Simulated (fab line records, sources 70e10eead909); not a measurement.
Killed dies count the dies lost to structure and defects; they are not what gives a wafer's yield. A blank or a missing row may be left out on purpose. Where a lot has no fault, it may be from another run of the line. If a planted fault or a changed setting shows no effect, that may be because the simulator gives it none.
Matching of chambers -- flow nand harc -- 4 sister chambers for NHARC_A_WL_FILL_CMP_12 on cmp-02
The step polishes, t overpolish 30 s, target thk 75 nm. 8 wafers are shown with their chamber, then 7 later ones without.

## WAFERS, EACH WITH ITS CHAMBER
wafer,chamber,motor current A (A),overpolish run s (s)
L880.2,3,10.6,30.005
L883.6,2,11.0,29.994
L881.2,3,10.5,30.011
L881.4,1,14.1,29.992
L885.5,1,13.6,29.998
L885.6,0,9.4,29.992
L894.4,0,9.7,30.014
L894.5,2,11.3,30.009

## WAFERS WITHOUT THEIR CHAMBER
wafer,motor current A (A),overpolish run s (s)
L894.6,13.4,29.996
L897.2,11.3,29.997
L897.3,10.6,29.989
L897.4,12.9,29.991
L898.1,14.5,29.988
L898.2,10.5,30.006
L898.3,10.5,29.987

## EACH ONE'S CHAMBER
wafer,from the rows above,in truth
L894.6,1,1
L897.2,2,2
L897.3,can't be placed: 3 or 2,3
L897.4,1,1
L898.1,1,1
L898.2,3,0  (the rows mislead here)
L898.3,can't be placed: 3 or 2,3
4 of 7 placed correctly. These rows do not allow placing 2 (true chamber among the candidates in 2). 1 placed wrongly.
How it was worked out, from the rows above alone: a wafer's distance from a chamber is the root of the sum, over the readings, of the square of ((its reading less the chamber's mean) divided by the reading's scatter). If the next closest chamber is less than 2 further off than the closest, the wafer can't be placed; otherwise it belongs to the closest. The mean given for a chamber averages the wafers shown for that chamber. The scatter: the root of (the sum of the squares of (reading less its chamber's mean) over the shown wafers, divided by (wafers less chambers)).
